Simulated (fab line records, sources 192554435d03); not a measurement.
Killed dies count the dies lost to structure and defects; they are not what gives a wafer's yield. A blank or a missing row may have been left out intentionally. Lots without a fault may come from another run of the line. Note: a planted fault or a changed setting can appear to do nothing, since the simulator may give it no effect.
Which of the tools did it? || flow n5Finfet || Sampling: 8 lots, 24 wafers, 6 of 1938 route steps

WHAT THE GAUGES READ, wafer by wafer
N5_BEOL_M4_RC_MEAS_101.
{"lot": "L540", "measured": "day 8 19:53", "on": "prober-01", "DIBL_N (mV/V)": "34.6 35.1 35.3"}
{"lot": "L553", "measured": "day 12 20:43", "on": "prober-02", "DIBL_N (mV/V)": "36.3 37.1 37.9"}
{"lot": "L555", "measured": "day 13 11:38", "on": "prober-02", "DIBL_N (mV/V)": "35.0 35.3 34.5"}
{"lot": "L557", "measured": "day 13 12:34", "on": "prober-02", "DIBL_N (mV/V)": "35.0 35.4 34.6"}
{"lot": "L559", "measured": "day 14 03:20", "on": "prober-02", "DIBL_N (mV/V)": "37.2 37.1 35.9"}

WHICH TOOL RAN EACH LOT (tool, then ch and the chambers of the sampled wafers, then the start)
{"lot": "L540", "N5_SDB_DESCUM_16": "rieDiel-03 ch 0,3, day 4 07:41", "N5_SDB_ETCH_17": "rieDiel-03 ch 0,3, day 4 07:43", "N5_SDB_ETCH_18": "rieDiel-03 ch 0,3, day 4 07:45", "N5_SDB_STRIP_21": "rieDiel-03 ch 0,3, day 4 07:53", "N5_SDB_STRIP_22": "plasmaAsher-01 ch 0,1, day 4 07:59"}
{"lot": "L542", "N5_SDB_DESCUM_16": "rieDiel-06 ch 0,2, day 4 19:33", "N5_SDB_ETCH_17": "rieDiel-06 ch 0,2, day 4 19:35", "N5_SDB_ETCH_18": "rieDiel-06 ch 0,2, day 4 19:37", "N5_SDB_STRIP_21": "rieDiel-06 ch 0,2, day 4 19:46", "N5_SDB_STRIP_22": "plasmaAsher-01 ch 0, day 4 19:52"}
{"lot": "L541", "N5_SDB_DESCUM_16": "rieDiel-01 ch 0,1, day 4 21:12", "N5_SDB_ETCH_17": "rieDiel-01 ch 0,1, day 4 21:14", "N5_SDB_ETCH_18": "rieDiel-01 ch 0,1, day 4 21:16", "N5_SDB_STRIP_21": "rieDiel-01 ch 0,1, day 4 21:25", "N5_SDB_STRIP_22": "plasmaAsher-02 ch 0,1, day 4 21:31"}
{"lot": "L543", "N5_SDB_DESCUM_16": "rieDiel-03 ch 0,1,2, day 5 08:05", "N5_SDB_ETCH_17": "rieDiel-03 ch 0,1,2, day 5 08:07", "N5_SDB_ETCH_18": "rieDiel-03 ch 0,1,2, day 5 08:09", "N5_SDB_STRIP_21": "rieDiel-03 ch 0,1,2, day 5 08:17", "N5_SDB_STRIP_22": "plasmaAsher-02 ch 0,1, day 5 08:23"}
{"lot": "L553", "N5_SDB_DESCUM_16": "rieDiel-01 ch 1,2, day 7 14:12", "N5_SDB_ETCH_17": "rieDiel-01 ch 1,2, day 7 14:14", "N5_SDB_ETCH_18": "rieDiel-01 ch 1,2, day 7 14:16", "N5_SDB_STRIP_21": "rieDiel-01 ch 1,2, day 7 14:24", "N5_SDB_STRIP_22": "plasmaAsher-02 ch 0,1, day 7 14:30"}
{"lot": "L555", "N5_SDB_DESCUM_16": "rieDiel-01 ch 0,3, day 8 02:06", "N5_SDB_ETCH_17": "rieDiel-01 ch 0,3, day 8 02:08", "N5_SDB_ETCH_18": "rieDiel-01 ch 0,3, day 8 02:10", "N5_SDB_STRIP_21": "rieDiel-01 ch 0,3, day 8 02:18", "N5_SDB_STRIP_22": "plasmaAsher-02 ch 0,1, day 8 02:38"}
{"lot": "L557", "N5_SDB_DESCUM_16": "rieDiel-01 ch 0,1,3, day 8 16:56", "N5_SDB_ETCH_17": "rieDiel-01 ch 0,1,3, day 8 16:59", "N5_SDB_ETCH_18": "rieDiel-01 ch 0,1,3, day 8 17:01", "N5_SDB_STRIP_21": "rieDiel-01 ch 0,1,3, day 8 17:09", "N5_SDB_STRIP_22": "plasmaAsher-01 ch 0,1, day 8 17:15"}
{"lot": "L559", "N5_SDB_DESCUM_16": "rieDiel-06 ch 1,2,3, day 9 02:20", "N5_SDB_ETCH_17": "rieDiel-06 ch 1,2,3, day 9 02:22", "N5_SDB_ETCH_18": "rieDiel-06 ch 1,2,3, day 9 02:24", "N5_SDB_STRIP_21": "rieDiel-06 ch 1,2,3, day 9 02:32", "N5_SDB_STRIP_22": "plasmaAsher-02 ch 0,1, day 9 02:41"}
- N5_SDB_DESCUM_16: chemistry O2, time 7.9 s.
- N5_SDB_ETCH_17: etches SiARC in CF4, target depth 23.4 nm, time 39 s.
- N5_SDB_ETCH_18: etches SOC in N2/H2, target depth 100 nm, overetch 20 nm, time 150 s.
- N5_SDB_STRIP_21: strips in CF4.
- N5_SDB_STRIP_22: strips in N2/H2.

THE ANSWER, worked out from the rows above alone
Rule: usual is defined by the lots themselves. Put in order of their means at a reading, lots are off if they are a third of the lots or fewer, leave a main group of 4 or more, and stand apart from it by a gap of 3 or more times the standard deviation of the main group's means; of several such gaps the widest counts. Not used: any main group whose means are identical at the precision the tables above print for the reading. A lot without any number at a reading at which 4 lots or more have one is off too. All remaining lots with rows at the step are treated as sound.
Across all readings shown, no lot is off: no conclusion can be drawn from this.

WHAT WAS PUT IN BY THE SIMULATOR
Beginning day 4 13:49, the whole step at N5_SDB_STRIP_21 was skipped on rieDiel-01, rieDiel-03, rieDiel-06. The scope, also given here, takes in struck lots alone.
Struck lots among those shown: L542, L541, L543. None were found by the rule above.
